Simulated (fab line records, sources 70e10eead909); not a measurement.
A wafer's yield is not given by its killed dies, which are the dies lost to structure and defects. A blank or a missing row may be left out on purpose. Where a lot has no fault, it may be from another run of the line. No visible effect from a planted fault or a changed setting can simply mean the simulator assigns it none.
Commonality check across tools -- flow nand_harc -- 6 wafers sampled across 2 lots

## THE REASON FOR OPENING IT
Flagged at NHARC_END_SORT_01: reading killed_at_array, on 2 of 2 lots. No-fault wafers: 25, standard deviation 7.8.
Rule: a lot is flagged in two cases, either no wafer of it has a number, or all its wafers with numbers fall more than 4 standard deviations from that mean. The rest of the lots are taken to be sound.

lot,measured,on,"killed_at_array, wafer by wafer",flag
L489,day 23 03:17,prober-01,673 675 672,FLAGGED
L486,day 23 04:03,prober-02,671 676 672,FLAGGED
Average over the flagged lots: 673; offset from the usual +648, equal to +83 standard deviations.

## WHICH TOOL RAN EACH LOT
4 process steps preceding the reading are held in the record, out of 1159 steps in the route. Cell contents, in order: the tool; ch with the chambers the sampled wafers went through; the start.
lot,flag,NHARC_A_CONTACT_ETCH_126,NHARC_A_CONTACT_ETCH_130,NHARC_A_CONTACT_ETCH_91,NHARC_A_CONTACT_ETCH_97
L489,FLAGGED,"har_cap_etch-02 ch 0,1, day 20 04:35","har_cap_etch-02 ch 0,1, day 20 05:10","rie_diel-13 ch 2,3, day 20 06:09","rie_diel-13 ch 1,2, day 20 06:19"
L486,FLAGGED,"har_cap_etch-03 ch 0,1, day 20 03:31","har_cap_etch-03 ch 0,1, day 20 04:05","rie_diel-07 ch 0,2,3, day 20 05:21","rie_diel-07 ch 0,2,3, day 20 05:32"
What the steps here do:
- NHARC_A_CONTACT_ETCH_126: etches the open film in C4F8/O2/Ar, time 155 s, target depth 956 nm.
- NHARC_A_CONTACT_ETCH_130: etches the open film in C4F8/O2/Ar, time 155 s, target depth 956 nm.
- NHARC_A_CONTACT_ETCH_91: etches the open film in CH3F/O2, target depth 40 nm, time 85.7 s.
- NHARC_A_CONTACT_ETCH_97: etches the open film in C4F6/O2, target depth 20 nm, time 10 s.
- NHARC_END_SORT_01

## FLAGGED AGAINST TOTAL, ONE TOOL AT A TIME (gauges that did the reading follow at the end)
step,tool,lots run,flagged,share of the flagged lots,sound lots run after its first flagged lot
NHARC_A_CONTACT_ETCH_126,har_cap_etch-02,1,1,some,0
NHARC_A_CONTACT_ETCH_126,har_cap_etch-03,1,1,some,0
NHARC_A_CONTACT_ETCH_130,har_cap_etch-02,1,1,some,0
NHARC_A_CONTACT_ETCH_130,har_cap_etch-03,1,1,some,0
NHARC_A_CONTACT_ETCH_91,rie_diel-07,1,1,some,0
NHARC_A_CONTACT_ETCH_91,rie_diel-13,1,1,some,0
NHARC_A_CONTACT_ETCH_97,rie_diel-07,1,1,some,0
NHARC_A_CONTACT_ETCH_97,rie_diel-13,1,1,some,0
NHARC_END_SORT_01,prober-01,1,1,some,0
NHARC_END_SORT_01,prober-02,1,1,some,0

## WHAT THE TABLE ALLOWS
No row of the table ran every flagged lot.

## WHAT HAD BEEN PUT IN BY THE SIMULATOR
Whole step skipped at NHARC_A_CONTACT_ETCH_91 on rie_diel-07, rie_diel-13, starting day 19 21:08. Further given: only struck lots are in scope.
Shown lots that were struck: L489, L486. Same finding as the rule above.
